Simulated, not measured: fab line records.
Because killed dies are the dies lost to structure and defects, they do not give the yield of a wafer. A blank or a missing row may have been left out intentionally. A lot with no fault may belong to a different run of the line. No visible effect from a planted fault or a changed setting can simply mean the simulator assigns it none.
Split-lot trial || flow n5_finfet || 21 wafers read from 7 lots, route of 1938 steps

## ABOUT THE SPLIT
At N5_BEOL_M10_HM_DEP_02 (deposits TiN, target thk 20 nm), the setting target_thk_a was moved away from the recipe's 200 angstrom on 7 of the 21 wafers read, by -13.4% to +8.3%. This setting was run at the recipe's value on the other wafers.

## FROM THE SPLIT TO THE READING: what the file shows between them, 4 steps
- N5_BEOL_M10_COAT_59: time 60 s, resist thk 100 nm
- N5_BEOL_M10_COAT_60: time 60 s, resist thk 30 nm
- N5_BEOL_M10_STRIP_68: strips in N2/H2
- N5_BEOL_M10_STRIP_67: strips in CF4

## THE READING
etch.depth_nm (the simulator's own value, which no gauge read), in nm, at N5_BEOL_M10_HM_OPEN_17 (chemistry Cl2/BCl3, target TiN, target depth 20 nm, overetch 6 nm). No usual value for it is given in the file. Across the 14 wafers here that went through the recipe, the average is 20.13 nm and the standard deviation 0.22 nm.

{"wafer": "L077.2", "tool, chamber at the split": "pvd_sputter-03, -", "target_thk_a as run, angstrom": 200, "against the recipe": "recipe", "etch.depth_nm, nm": 20, "against lot-mates on the recipe": "-"}
{"wafer": "L077.3", "tool, chamber at the split": "pvd_sputter-03, -", "target_thk_a as run, angstrom": 173.2, "against the recipe": "-13.4%", "etch.depth_nm, nm": 17.21, "against lot-mates on the recipe": -2.79}
{"wafer": "L077.4", "tool, chamber at the split": "pvd_sputter-03, -", "target_thk_a as run, angstrom": 173.2, "against the recipe": "-13.4%", "etch.depth_nm, nm": 17.57, "against lot-mates on the recipe": -2.43}
{"wafer": "L076.1", "tool, chamber at the split": "pvd_sputter-01, -", "target_thk_a as run, angstrom": 200, "against the recipe": "recipe", "etch.depth_nm, nm": 20.22, "against lot-mates on the recipe": "-"}
{"wafer": "L076.3", "tool, chamber at the split": "pvd_sputter-01, -", "target_thk_a as run, angstrom": 200, "against the recipe": "recipe", "etch.depth_nm, nm": 20.29, "against lot-mates on the recipe": "-"}
{"wafer": "L076.5", "tool, chamber at the split": "pvd_sputter-01, -", "target_thk_a as run, angstrom": 200, "against the recipe": "recipe", "etch.depth_nm, nm": 20.14, "against lot-mates on the recipe": "-"}
{"wafer": "L080.1", "tool, chamber at the split": "pvd_sputter-03, -", "target_thk_a as run, angstrom": 200, "against the recipe": "recipe", "etch.depth_nm, nm": 20.11, "against lot-mates on the recipe": "-"}
{"wafer": "L080.3", "tool, chamber at the split": "pvd_sputter-03, -", "target_thk_a as run, angstrom": 200, "against the recipe": "recipe", "etch.depth_nm, nm": 20.4, "against lot-mates on the recipe": "-"}
{"wafer": "L080.6", "tool, chamber at the split": "pvd_sputter-03, -", "target_thk_a as run, angstrom": 200, "against the recipe": "recipe", "etch.depth_nm, nm": 20.58, "against lot-mates on the recipe": "-"}
{"wafer": "L085.1", "tool, chamber at the split": "pvd_sputter-01, -", "target_thk_a as run, angstrom": 200, "against the recipe": "recipe", "etch.depth_nm, nm": 20.15, "against lot-mates on the recipe": "-"}
{"wafer": "L085.3", "tool, chamber at the split": "pvd_sputter-01, -", "target_thk_a as run, angstrom": 200, "against the recipe": "recipe", "etch.depth_nm, nm": 19.65, "against lot-mates on the recipe": "-"}
{"wafer": "L085.6", "tool, chamber at the split": "pvd_sputter-01, -", "target_thk_a as run, angstrom": 178.7, "against the recipe": "-10.7%", "etch.depth_nm, nm": 17.5, "against lot-mates on the recipe": -2.40}
{"wafer": "L088.2", "tool, chamber at the split": "pvd_sputter-01, -", "target_thk_a as run, angstrom": 216.7, "against the recipe": "+8.3%", "etch.depth_nm, nm": 22.01, "against lot-mates on the recipe": "no lot-mate on the recipe"}
{"wafer": "L088.4", "tool, chamber at the split": "pvd_sputter-01, -", "target_thk_a as run, angstrom": 216.7, "against the recipe": "+8.3%", "etch.depth_nm, nm": 21.58, "against lot-mates on the recipe": "no lot-mate on the recipe"}
{"wafer": "L088.6", "tool, chamber at the split": "pvd_sputter-01, -", "target_thk_a as run, angstrom": 216.7, "against the recipe": "+8.3%", "etch.depth_nm, nm": 22.09, "against lot-mates on the recipe": "no lot-mate on the recipe"}
{"wafer": "L093.3", "tool, chamber at the split": "pvd_sputter-03, -", "target_thk_a as run, angstrom": 200, "against the recipe": "recipe", "etch.depth_nm, nm": 20.08, "against lot-mates on the recipe": "-"}
{"wafer": "L093.4", "tool, chamber at the split": "pvd_sputter-03, -", "target_thk_a as run, angstrom": 200, "against the recipe": "recipe", "etch.depth_nm, nm": 20.17, "against lot-mates on the recipe": "-"}
{"wafer": "L093.6", "tool, chamber at the split": "pvd_sputter-03, -", "target_thk_a as run, angstrom": 200, "against the recipe": "recipe", "etch.depth_nm, nm": 19.92, "against lot-mates on the recipe": "-"}
{"wafer": "L095.1", "tool, chamber at the split": "pvd_sputter-03, -", "target_thk_a as run, angstrom": 200, "against the recipe": "recipe", "etch.depth_nm, nm": 20.3, "against lot-mates on the recipe": "-"}
{"wafer": "L095.2", "tool, chamber at the split": "pvd_sputter-03, -", "target_thk_a as run, angstrom": 200, "against the recipe": "recipe", "etch.depth_nm, nm": 19.88, "against lot-mates on the recipe": "-"}
{"wafer": "L095.4", "tool, chamber at the split": "pvd_sputter-03, -", "target_thk_a as run, angstrom": 187.3, "against the recipe": "-6.3%", "etch.depth_nm, nm": 19.34, "against lot-mates on the recipe": -0.75}

THE FIT
A straight line over all 21 wafers: etch.depth_nm changes by +0.209 nm for each +1% of target_thk_a; r = +0.98; the points scatter about the line by 0.27 nm.
The same after taking each lot's own level away (the mean of its wafers on the recipe; 18 wafers): +0.197 nm for each +1%; r = +0.98; scatter 0.22 nm.
According to that fit, moving target_thk_a by its largest amount changes the reading by 2.6 nm.
The span of the lots' own levels, 19.900 to 20.363 nm, comes to 2.1 times the standard deviation stated above.
Consequently the slope shifts little with the lot-to-lot level, the two slopes agreeing.
Check: for one of the wafers moved furthest among these (-13.4%), held out of the fit, the line's prediction against its lot-mates is -2.53 nm. Against them it came out at -2.79 nm.

## OTHER SPLITS ON THESE WAFERS
Before the reading, these wafers also passed through other splits. Each is held against what the fit with the lots' levels taken away leaves over:
{"other split on the same wafers": "N5_BEOL_M6_COAT_22 spin_rpm", "wafers away from the commonest value": 6, "r with etch.depth_nm (lot level and that fit taken away)": "+0.22"}
{"other split on the same wafers": "N5_BEOL_M7_COAT_05 spin_rpm", "wafers away from the commonest value": 11, "r with etch.depth_nm (lot level and that fit taken away)": "+0.45"}
{"other split on the same wafers": "N5_BEOL_M8_COAT_05 spin_rpm", "wafers away from the commonest value": 6, "r with etch.depth_nm (lot level and that fit taken away)": -0.16}
{"other split on the same wafers": "N5_BEOL_M10_PECVD_70 temp_c", "wafers away from the commonest value": 6, "r with etch.depth_nm (lot level and that fit taken away)": "+0.01"}

## THE WHOLE CHAIN: every reading that the file lists as answering this split, in the file's order
{"step": "N5_BEOL_M10_HM_DEP_02", "what it does": "deposits TiN, target thk 20 nm", "reading": "TiN_of_BEOL_M10_HM_DEP_02.thk_nm (the simulator's own value, which no gauge read)", "change (the file's fit)": "+0.198 nm for each +1% of the setting", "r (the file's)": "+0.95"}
{"step": "N5_BEOL_M10_HM_OPEN_17", "what it does": "chemistry Cl2/BCl3, target TiN, target depth 20 nm, overetch 6 nm", "reading": "etch.depth_nm (the simulator's own value, which no gauge read)", "change (the file's fit)": "+0.196 nm for each +1% of the setting", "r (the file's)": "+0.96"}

## THE FILE'S OWN FIT
etch.depth_nm changes by +0.196 nm for each +1% of target_thk_a, r = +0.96.
